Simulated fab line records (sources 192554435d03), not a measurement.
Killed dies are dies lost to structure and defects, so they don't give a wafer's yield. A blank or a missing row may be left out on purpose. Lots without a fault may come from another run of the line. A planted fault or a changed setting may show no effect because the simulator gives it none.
A lot that was struck, set against a sound lot | flow n5 finfet | 38 out of 1938 route steps
Sound: the wafers L654.1, L654.5, L654.6. Struck: wafer L662.3 (L662.1, L662.6, from the same lot, were not struck and are left out); the cause is given at the end.
For every step that has rows: the tool of each side, followed by ch and its chambers, followed by its first start. Under that, the readings that differ: sound wafers | struck wafers | difference of the means | sigmas: that difference in standard deviations of wafers without a fault.
alike: readings whose means differ by less than 2 such deviations, and words and numbers that are the same on both sides. not compared: withheld readings, readings that some wafer has no value for, bounds like >300 that may hide the same value, and numbers for which the record gives no deviation and whose values overlap.
Wherever a step has rows on one side only, a row that says differs or no value, or a row with sigmas, the two part there. Non-overlapping numbers with no deviation appear without sigmas and do not part them. A reading that every wafer of one side lacks parts them only if that side has two wafers or more.

first, 9 steps without rows for these wafers: N5_BEOL_M0_ANNEAL_135 (time 60 s); N5_BEOL_M0_SPUTTER_141 (material Cu, target thk 4 nm, time 7.37 s); N5_BEOL_M0_ECD_118 (material Cu, target thk 300 nm); N5_BEOL_M0_ANNEAL_119 (time 90 s); N5_BEOL_M0_CMP_120 (polishes, stops on SiOC, t overpolish 6.9 s); N5_BEOL_M0_PRE_CLEAN_131 (time 15 s); N5_BEOL_M0_CO_CAP_123 (material Co, precursor CCTBA/H2, target thk 2 nm, time 102.1 s); N5_BEOL_M0_PRE_CLEAN_124 (time 15 s); N5_BEOL_M0_DEP_125 (deposits SiCN from 3MS/NH3, target thk 8 nm, time 14 s).
N5_BEOL_M1_ILD_DEP_00: deposits SiOC from DEMS/O2, target thk 79 nm, time 15.3 s.
  sound on pecvd-04 ch 0,1,2, day 8 21:28; struck on pecvd-04 ch 2, day 10 17:08
  reading                                      | sound        | struck | difference | sigmas
  model.SiOC_of_BEOL_M1_ILD_DEP_00.thk nm (nm) | 78 77.8 79.6 | 135.6  | +57.1      |
  alike: heater power w, showerhead plenum p Torr, throttle valve pct
N5_BEOL_M1_THK_MEAS_01:
  sound: film metro-02 at day 8 21:31; struck: film metro-02 at day 10 17:12
  reading         | sound          | struck | difference | sigmas
  M1_ILD_THK (nm) | 78.1 77.7 79.7 | 135.5  | +57.0      | +57
then, 24 steps without rows for these wafers: N5_BEOL_M1_PECVD_72 (deposits SiO2 from TEOS/O2, target thk 16 nm, time 18 s); N5_BEOL_M1_HM_DEP_02 (deposits TiN, target thk 20 nm); N5_BEOL_M1_COAT_61 (time 60 s, resist thk 60 nm); N5_BEOL_M1_COAT_62 (time 60 s, resist thk 12 nm); N5_BEOL_M1_COAT_73 (time 60 s, resist thk 5 nm); N5_BEOL_M1_COAT_05 (resist thk 30 nm); N5_BEOL_M1_EBR_07; N5_BEOL_M1_SOFTBAKE_06 (time 60 s); N5_BEOL_M1_EXPOSE_08 (exposes mask M1); N5_BEOL_M1_PEB_09 (peb time 60 s); N5_BEOL_M1_DEVELOP_10 (develop time 30 s); N5_BEOL_M1_DESCUM_16 (chemistry O2, time 7 s); N5_BEOL_M1_ETCH_74 (etches underlayer in N2/H2, target depth 6.5 nm, time 5.2 s); N5_BEOL_M1_ETCH_63 (etches SiARC in CF4, target depth 15.6 nm, time 26 s); N5_BEOL_M1_ETCH_64 (etches SOC in N2/H2, target depth 75 nm, overetch 15 nm, time 112.5 s); N5_BEOL_M1_STRIP_65 (strips in N2/H2); N5_BEOL_M1_STRIP_75 (strips in N2/H2); N5_BEOL_M1_STRIP_66 (strips in CF4); N5_BEOL_M1_HM_OPEN_17 (chemistry Cl2/BCl3, target TiN, target depth 20 nm, overetch 6 nm); N5_BEOL_M1_STRIP_19 (strips in O2); N5_BEOL_M1_COAT_67 (time 60 s, resist thk 60 nm); N5_BEOL_M1_COAT_68 (time 60 s, resist thk 12 nm); N5_BEOL_M1_COAT_76 (time 60 s, resist thk 5 nm); N5_BEOL_M1_COAT_22 (resist thk 30 nm).
N5_BEOL_M1_CMP_52: polishes, stops on SiOC, t overpolish 6.8 s, target thk 40 nm.
  sound on cmp-03 ch 0,1,3, day 9 06:01; struck on cmp-04 ch 3, day 11 00:55
  reading                                      | sound          | struck | difference | sigmas
  model.Cu_of_BEOL_M1_ECD_50.thk nm (nm)       | 37.4 39.4 40.4 | 97.6   | +58.5      |
  model.SiOC_of_BEOL_M1_ILD_DEP_00.thk nm (nm) | 77 76.8 78.6   | 134.6  | +57.1      |
  alike: edge zone pressure frac, motor current A, platen rpm
  not compared: pad life wafers
N5_BEOL_M4_RC_MEAS_101:
  the record has rows for the sound wafers here (prober-01 ch 0, day 11 02:36) and none for the struck ones
-- the record jumps here: 7 days lie between the struck wafers' starts before and after (it left off in module BEOL_M4 and takes up again in module PASSIVATION, whose first step shown is number 1936 of the route) --
N5_PASSIVATION_PROBE_49:
  sound: prober-02 at day 16 16:50; struck: prober-01 at day 17 17:10
  reading                  | sound | struck | difference | sigmas
  defect limited yield (%) | 90.6  | 0      | -91        | -60
  killed_at_M0_to_M3       | 35    | 1101   | +1066      | +99 or more
  killed dies              | 111   | 1180   | +1069      | +59
  killed on rim            | 16    | 152    | +136       | +35
  sort_bin_5_function (%)  | 5.4   | 95.6   | +90.2      | +90
  sort n pass              | 1069  | 0      | -1069      | -59
  sort yield pct (%)       | 90.6  | 0      | -91        | -60
  alike: killed_at_M4_up, killed at contacts, killed at front end, killed at other, killed open, killed short, sort_bin_6_memory

WHERE THEY PART
First at N5_BEOL_M1_THK_MEAS_01; last, within this record, at N5_PASSIVATION_PROBE_49.

WHY: what had been put in by the simulator
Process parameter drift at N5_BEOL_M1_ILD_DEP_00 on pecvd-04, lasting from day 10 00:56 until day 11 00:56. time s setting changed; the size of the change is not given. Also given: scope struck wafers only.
